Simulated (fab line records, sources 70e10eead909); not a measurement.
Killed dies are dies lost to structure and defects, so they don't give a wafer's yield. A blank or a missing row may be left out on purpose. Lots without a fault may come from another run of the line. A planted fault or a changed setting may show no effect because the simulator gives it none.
fab line records | flow nand_harc
record lots=6 wafers=18 last_day=33
route steps=1302 shown A_M0@1162 A_M1@1169 END@1302
lots that met no fault: from a run of the same line without faults
start_h: hours from the record's first day to the start of the lot's first wafer shown | wait_h: hours since the lot's step before | " the same as in the row above | L1.1+2: a row that stands for several wafers | - no value, or no start given | * or withheld: withheld | < > ~ a bound
route shown NAME@n: a module of which the file shows steps, and the number in the route of the first | usual: mean/standard deviation of fault-free wafers | same: alike in all rows | chamber/n: place in a boat | sites: the reading at each site | _std_site: their standard deviation | _edge_site: outer sites' mean less inner sites' | radius_mm: how far each site lies from the wafer's centre | mask NAME#n: copy n | behind: the tool/chamber that last shaped the wafer | hold: why the lot was held/for how many hours/how that ended | device: the transistor (n, p or np) that didn't switch | end of line: the same wafers' tests at the end of the route | a step without rows: its recipe alone | killed: dies lost to structure and defects at the first sort, not the wafer's yield | map: a wafer's dies, x killed, . not, _ none there
set.NAME: the setting as run; set.NAME@STEP: as run at that earlier step | model.NAME: the simulator's own value behind a step, which no gauge read
lots at some steps of the route; a table a step, a row a wafer
services: from which hour (start_h, from the record's first day; less than 0 if before it) a tool's chamber was out of use, for how many hours, and why
## steps
# step NHARC_A_M0_CMP_23
# recipe t_overpolish_s=20 target_thk_nm=113.75
# usual motor_current_A=11.8/1.4 retaining_ring_pressure_frac=1.000/0.0054 time_to_endpoint_s=30.3/2.3
# columns lot.wafer tool chamber start_h wait_h motor_current_A retaining_ring_pressure_frac time_to_endpoint_s
L719.3 cmp-01 3 538.17 - 13.1 0.998 27.7
L719.4 " 2 " " 12.2 0.994 27.8
L719.5 " 3 " " 12.3 0.996 29.1
L729.3 cmp-02 3 646.16 - 13.7 1.011 30.2
L729.2 " 0 " " 11.6 1.003 29.2
L729.5 " 3 " " 14.3 1.001 30.7
L731.4 cmp-04 0 666.65 - 8.6 1.002 26.4
L731.1 " 1 " " 11.9 1.006 32.0
L731.3 " 2 " " 11.6 0.997 31.8
L735.3 cmp-02 3 700.95 - 13.7 0.991 28.6
L735.5 " 0 " " 12.2 1.007 25.8
L735.6 " 1 " " 11.7 0.999 31.1
L739.1 cmp-04 2 733.47 - 11.4 0.996 29.9
L739.6 " 3 " " 12.8 1.001 30.7
L739.5 " 0 " " 8.6 0.998 29.6
L738.4 cmp-02 2 741.32 - 12.1 0.992 29.2
L738.1 " 3 " " 13.2 0.996 27.3
L738.5 " 1 " " 12.0 0.999 29.3
# step NHARC_A_M0_THK_MEAS_24
# recipe thk_meas_gauge=xrf
# usual thk_nm=114.5/1.4
# columns lot.wafer tool chamber start_h wait_h thk_nm
L719.3 film_metro-01 - 538.48 - 112.3
L719.4 " - " " 112.8
L719.5 " - " " 114.6
L729.2 film_metro-01 - 646.48 - 115.7
L729.3 " - " " 116.4
L729.5 " - " " 116.7
L731.1 film_metro-02 - 666.97 - 113.9
L731.3 " - " " 115.1
L731.4 " - " " 115.5
L735.3 film_metro-02 - 701.19 - 112.2
L735.5 " - " " 113.4
L735.6 " - " " 114.1
L739.1 film_metro-01 - 733.70 - 116.4
L739.5 " - " " 113.3
L739.6 " - " " 115.3
L738.1 film_metro-01 - 741.61 - 115.7
L738.4 " - " " 112.9
L738.5 " - " " 117.9
# step NHARC_A_M0_SRD_25
# step NHARC_A_M0_INSPECT_27
# usual raw_defect_count=535/140
# columns lot.wafer tool chamber start_h wait_h raw_defect_count
L719.3 defect_inspect-01 - 538.64 0.0 1117
L719.4 " - " " 617
L719.5 " - " " 783
L729.2 defect_inspect-01 - 646.63 0.0 567
L729.3 " - " " 526
L729.5 " - " " 755
L731.1 defect_inspect-01 - 671.49 0.0 523
L731.3 " - " " 360
L731.4 " - " " 517
L735.3 defect_inspect-01 - 701.35 0.0 499
L735.5 " - " " 418
L735.6 " - " " 501
L739.1 defect_inspect-01 - 733.86 0.0 566
L739.5 " - " " 600
L739.6 " - " " 814
L738.1 defect_inspect-01 - 741.76 0.0 486
L738.4 " - " " 452
L738.5 " - " " 479
# step NHARC_A_M0_PRE_CLEAN_31
# recipe time_s=12 temp_c=370 rf_power_w=300 gas=NH3
# usual heater_power_w=641/82
# same time_s=12
# columns lot.wafer tool chamber start_h wait_h heater_power_w
L719.3 pecvd-02 2 538.71 0.1 529
L719.4 " 2 " " 534
L719.5 " 1 " " 644
L729.2 pecvd-04 2 646.82 0.2 556
L729.3 " 0 " " 668
L729.5 " 1 " " 595
L731.3 pecvd-01 1 671.56 0.1 800
L731.1 " 0 " " 555
L731.4 " 2 " " 544
L735.3 pecvd-04 0 701.44 0.1 771
L735.5 " 1 " " 597
L735.6 " 0 " " 762
L739.1 pecvd-04 2 733.94 0.1 611
L739.6 " 1 " " 607
L739.5 " 0 " " 748
L738.1 pecvd-02 2 741.83 0.1 540
L738.4 " 2 " " 552
L738.5 " 0 " " 773
# step NHARC_A_M0_DEP_32
# recipe target_thk_a=300 temp_c=370 target_thk_nm=30 pressure_torr=3 flow_sccm=200 rf_w=450 material=SiCN
# usual chamber_pressure_Torr=3.000/0.006 heater_power_w=590/82 showerhead_vpp_V=1285/85
# columns lot.wafer tool chamber start_h wait_h chamber_pressure_Torr heater_power_w showerhead_vpp_V
L719.3 pecvd-02 2 538.79 0.1 2.993 463 1223
L719.4 " 2 " " 2.993 474 1199
L719.5 " 1 " " 3.002 581 1216
L729.2 pecvd-04 2 646.93 0.1 3.000 591 1239
L729.3 " 0 " " 2.997 698 1237
L729.5 " 1 " " 2.996 586 1371
L731.3 pecvd-01 1 671.64 0.1 2.998 673 1372
L731.1 " 0 " " 2.997 496 1231
L731.4 " 2 " " 3.012 481 1426
L735.3 pecvd-04 0 701.58 0.1 2.999 610 1224
L735.5 " 1 " " 2.996 560 1350
L735.6 " 0 " " 2.999 605 1220
L739.1 pecvd-04 2 734.05 0.1 3.002 596 1245
L739.6 " 1 " " 3.015 570 1391
L739.5 " 0 " " 3.002 633 1230
L738.1 pecvd-02 2 741.91 0.1 2.987 495 1224
L738.4 " 2 " " 2.997 500 1195
L738.5 " 0 " " 2.996 609 1173
# step NHARC_A_M1_DEP_00
# recipe target_thk_a=1825 target_thk_nm=182.5 temp_c=withheld pressure_torr=5 flow_sccm=200 rf_w=600 material=SiOC
# step NHARC_A_M1_DEHYDRATE_01
# recipe temp_c=150 time_s=120
# step NHARC_A_M1_HMDS_02
# recipe time_s=30
# step NHARC_A_M1_COAT_34
# recipe temp_c=200 time_s=65
# step NHARC_A_M1_COAT_03
# recipe spin_rpm=1500 resist_thk_nm=90
# step NHARC_A_M1_SOFTBAKE_04
# recipe temp_c=105 time_s=55
# usual heater_power_total_W=188.44/0.14 resist_line_temp_C=22.99/0.11
# columns lot.wafer tool chamber start_h wait_h heater_power_total_W resist_line_temp_C
L719.3 litho_track-04 0 539 - 188.66 22.99
L719.4 " 0 " " 188.35 23.06
L719.5 " 0 " " 188.37 22.93
L729.2 litho_track-04 0 647 - 323.76 23.08
L729.3 " 0 " " 322.98 23.11
L729.5 " 0 " " 322.89 23.06
L731.1 litho_track-04 0 672 - 323.04 23.13
L731.3 " 0 " " 323.04 23.03
L731.4 " 0 " " 323.60 23.02
L735.3 litho_track-01 0 702 - 188.36 22.94
L735.5 " 0 " " 188.36 22.84
L735.6 " 0 " " 188.41 22.97
L739.1 litho_track-06 0 734 - 188.53 22.84
L739.5 " 0 " " 188.60 22.84
L739.6 " 0 " " 188.31 22.66
L738.1 litho_track-01 0 742 - 188.46 22.96
L738.4 " 0 " " 188.26 23.17
L738.5 " 0 " " 188.42 23.05
# step NHARC_A_M1_EBR_05
# step NHARC_END_SORT_01
# recipe temp_c=25
# usual defect_limited_yield=90/3.8 killed_at_array=61/26 killed_at_other=0.8/1.1 killed_at_periphery=4.0/2.6 killed_dies=66/26 killed_open=3.1/1.7 killed_short=2.5/1.5
# same gross_dies=677
# columns lot.wafer tool chamber start_h wait_h defect_limited_yield[%] killed_at_array killed_at_other killed_at_periphery killed_dies killed_open killed_short
L719.3 prober-01 0 577.11 3.1 95 24 1 6 31 2 2
L719.4 prober-01 0 577.92 3.4 95 25 1 7 33 7 2
L719.5 prober-01 0 578.74 3.8 96 21 0 4 25 3 3
L729.2 prober-01 0 690.74 2.8 93 48 0 2 50 4 2
L729.3 prober-01 0 691.54 3.1 94 35 1 3 39 3 2
L729.5 prober-01 0 693.16 3.7 93 44 3 1 48 2 0
L731.1 prober-01 0 710.62 2.5 96 22 1 2 25 3 4
L731.3 prober-01 0 712.23 3.1 96 27 0 1 28 3 2
L731.4 prober-01 0 713.04 3.4 96 19 1 5 25 1 1
L735.3 prober-02 0 740.26 3.1 94 33 1 9 43 6 0
L735.5 prober-02 0 741.88 3.7 93 32 2 13 47 5 0
L735.6 prober-02 0 742.69 4.0 92 46 1 9 56 5 2
L739.1 prober-02 0 771.59 2.5 91 57 0 2 59 5 3
L739.5 prober-02 0 774.82 3.7 93 48 0 2 50 3 1
L739.6 prober-02 0 775.63 4.0 92 51 0 3 54 2 2
L738.1 prober-01 0 780.26 2.5 94 38 2 1 41 2 2
L738.4 prober-01 0 782.66 3.4 92 44 3 5 52 3 3
L738.5 prober-01 0 783.46 3.7 93 43 4 3 50 4 1
# killed by level:class
L719.3 A_CHANNEL_HOLE_D2:chamber_film_flake=12 A_CONTACT:chamber_film_flake=6 A_CHANNEL_HOLE_D1:chamber_film_flake=2 A_WL_FILL:chamber_film_flake=2 P_STI:geometric_particle:short=1 P_GATE:geometric_particle:open=1 A_ONON_D1:geometric_particle:short=1 P_ZERO_WELL:chamber_film_flake=1
L719.4 A_CHANNEL_HOLE_D2:chamber_film_flake=11 A_CHANNEL_FILL_D1:geometric_particle:open=2 A_CHANNEL_HOLE_D1:chamber_film_flake=2 A_M1:chamber_film_flake=2 P_STI:geometric_particle:short=1 P_GATE:geometric_particle:short=1 P_CONTACT:geometric_particle:open=1 A_CHANNEL_FILL_D2:geometric_particle:open=1
L719.5 A_CHANNEL_HOLE_D2:chamber_film_flake=8 A_CONTACT:chamber_film_flake=4 A_STAIRCASE:chamber_film_flake=3 A_CHANNEL_HOLE_D1:chamber_film_flake=2 P_CONTACT:geometric_particle:short=1 P_CONTACT:geometric_particle:open=1 P_M0:geometric_particle:open=1 A_CHANNEL_FILL_D1:geometric_particle:short=1
L729.2 A_CHANNEL_HOLE_D1:chamber_film_flake=35 A_CHANNEL_FILL_D2:chamber_film_flake=2 A_SLIT:chamber_film_flake=2 P_GATE:geometric_particle:open=1 P_M0:geometric_particle:open=1 A_DECK1_JOINT:geometric_particle:short=1 A_WL_FILL:geometric_particle:short=1 A_CONTACT:geometric_particle:open=1
L729.3 A_CHANNEL_HOLE_D1:chamber_film_flake=30 A_BONDPAD:chamber_film_flake=2 P_M0:geometric_particle:open=1 P_M0:geometric_particle:short=1 A_CONTACT:geometric_particle:open=1 A_M0:geometric_particle:open=1 P_ZERO_WELL:chamber_film_flake=1 STARTING-WAFER:geometric_particle:short=1
L729.5 A_CHANNEL_HOLE_D1:chamber_film_flake=35 A_CONTACT:chamber_film_flake=3 A_STAIRCASE:chamber_film_flake=2 A_M0:geometric_particle:open=1 THIN_TSV:geometric_particle:open=1 P_M2:chamber_film_flake=1 A_DECK1_JOINT:chamber_film_flake=1 A_CHANNEL_FILL_D2:chamber_film_flake=1
L731.1 A_CHANNEL_HOLE_D1:chamber_film_flake=7 A_SLIT:chamber_film_flake=3 P_M0:chamber_film_flake=2 A_DECK1_JOINT:chamber_film_flake=2 A_CONTACT:chamber_film_flake=2 A_CHANNEL_HOLE_D1:geometric_particle:short=1 A_CHANNEL_FILL_D1:geometric_particle:open=1 A_CHANNEL_FILL_D1:geometric_particle:short=1
L731.3 A_CHANNEL_HOLE_D1:chamber_film_flake=9 A_CONTACT:chamber_film_flake=6 A_DECK1_JOINT:chamber_film_flake=3 A_STAIRCASE:chamber_film_flake=3 A_DECK1_JOINT:geometric_particle:open=1 A_ONON_D2:geometric_particle:open=1 A_STAIRCASE:geometric_particle:short=1 A_SGD_CUT:geometric_particle:open=1
L731.4 A_CHANNEL_HOLE_D1:chamber_film_flake=11 P_M0:chamber_film_flake=4 A_DECK1_JOINT:chamber_film_flake=4 A_CONTACT:chamber_film_flake=2 A_CHANNEL_FILL_D2:geometric_particle:open=1 A_WL_FILL:geometric_particle:short=1 P_GATE:chamber_film_flake=1 THIN_TSV:chamber_film_flake=1
L735.3 A_CONTACT:chamber_film_flake=13 A_CHANNEL_HOLE_D1:chamber_film_flake=8 A_SLIT:chamber_film_flake=7 P_CONTACT:chamber_film_flake=4 P_M0:geometric_particle:open=2 P_STI:geometric_particle:open=1 P_CONTACT:geometric_particle:open=1 A_SGD_CUT:geometric_particle:open=1
L735.5 A_CHANNEL_HOLE_D1:chamber_film_flake=12 P_CONTACT:chamber_film_flake=7 A_CONTACT:chamber_film_flake=7 A_SLIT:chamber_film_flake=5 A_STAIRCASE:chamber_film_flake=4 P_M2:chamber_film_flake=3 THIN_TSV:chamber_film_flake=2 P_M0:geometric_particle:open=1
L735.6 A_CHANNEL_HOLE_D1:chamber_film_flake=18 A_CONTACT:chamber_film_flake=11 A_SLIT:chamber_film_flake=5 P_CONTACT:chamber_film_flake=4 A_STAIRCASE:chamber_film_flake=3 A_CHANNEL_FILL_D1:geometric_particle:open=2 P_M2:chamber_film_flake=2 A_DECK1_JOINT:chamber_film_flake=2
L739.1 A_CHANNEL_HOLE_D2:chamber_film_flake=28 A_SLIT:chamber_film_flake=9 A_CHANNEL_HOLE_D1:chamber_film_flake=6 A_STAIRCASE:chamber_film_flake=3 A_CONTACT:chamber_film_flake=2 A_SOURCE_PLATE:geometric_particle:short=1 A_SOURCE_PLATE:geometric_particle:open=1 A_ONON_D1:geometric_particle:open=1
L739.5 A_CHANNEL_HOLE_D2:chamber_film_flake=30 A_SLIT:chamber_film_flake=8 A_CHANNEL_HOLE_D1:chamber_film_flake=2 A_CONTACT:chamber_film_flake=2 A_SOURCE_PLATE:geometric_particle:open=1 A_ONON_D1:geometric_particle:open=1 A_CHANNEL_HOLE_D1:geometric_particle:open=1 A_DECK1_JOINT:geometric_particle:short=1
L739.6 A_CHANNEL_HOLE_D2:chamber_film_flake=33 A_CHANNEL_HOLE_D1:chamber_film_flake=5 A_SLIT:chamber_film_flake=4 A_BLC:geometric_particle:open=2 P_GATE:chamber_film_flake=2 A_STAIRCASE:chamber_film_flake=2 A_CONTACT:chamber_film_flake=2 A_CHANNEL_HOLE_D1:geometric_particle:short=1
L738.1 A_CHANNEL_HOLE_D1:chamber_film_flake=13 A_SLIT:chamber_film_flake=8 A_CONTACT:chamber_film_flake=7 A_CHANNEL_FILL_D1:chamber_film_flake=2 A_STAIRCASE:chamber_film_flake=2 P_M0:geometric_particle:short=1 A_ONON_D2:geometric_particle:open=1 A_ONON_D2:geometric_particle:short=1
L738.4 A_CHANNEL_HOLE_D1:chamber_film_flake=19 A_SLIT:chamber_film_flake=7 A_CONTACT:chamber_film_flake=7 P_GATE:chamber_film_flake=2 A_CHANNEL_FILL_D1:chamber_film_flake=2 A_CHANNEL_FILL_D2:chamber_film_flake=2 THIN_TSV:chamber_film_flake=2 P_GATE:geometric_particle:open=1
L738.5 A_CHANNEL_HOLE_D1:chamber_film_flake=19 A_SLIT:chamber_film_flake=8 A_CONTACT:chamber_film_flake=5 P_BONDPAD:chamber_film_flake=3 A_STAIRCASE:chamber_film_flake=3 THIN_TSV:chamber_film_flake=3 A_M1:geometric_particle:open=2 A_CHANNEL_HOLE_D2:chamber_film_flake=2
## services
# columns tool chamber start_h hours kind
cmp-02 - 526.66 4.0 pm
litho_track-06 - 529.01 7.0 pm
litho_track-04 - 553.00 7.0 pm
cmp-04 - 553.94 3.1 repair
cmp-01 - 558.45 1.2 repair
cmp-04 - 573.63 1.1 repair
cmp-04 - 574.76 26.8 repair
cmp-01 - 577.50 4.0 pm
pecvd-02 - 589.28 13.0 pm
cmp-02 - 624.67 4.0 pm
cmp-01 - 628.86 2.0 repair
pecvd-04 - 629.58 0.5 repair
pecvd-04 - 631.55 13.0 pm
pecvd-04 - 649.19 1.1 repair
pecvd-01 - 673.02 13.0 pm
cmp-02 - 674.31 4.2 repair
cmp-01 - 675.50 4.0 pm
litho_track-01 - 680.01 7.0 pm
cmp-04 - 699.56 4.0 pm
litho_track-06 - 704.01 7.0 pm
cmp-02 - 722.67 4.0 pm
litho_track-04 - 728.00 7.0 pm
cmp-02 - 732.00 1.5 repair
pecvd-04 - 742.69 3.3 repair
## key
first_sign step=NHARC_A_M1_SOFTBAKE_04 reading=heater_power_total_W direction=up sigmas=99+ usual=* struck=*
effect none on later readings
met_at NHARC_A_M1_SOFTBAKE_04
struck_wafers L729.2,L729.3,L729.5,L731.1,L731.3,L731.4
fault kind=process_parameter_drift tool=litho_track-04 chamber=- onset_h=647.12 steps=NHARC_A_M1_SOFTBAKE_04 channel=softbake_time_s offset=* shape=step end_h=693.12 acts_in=* stated=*
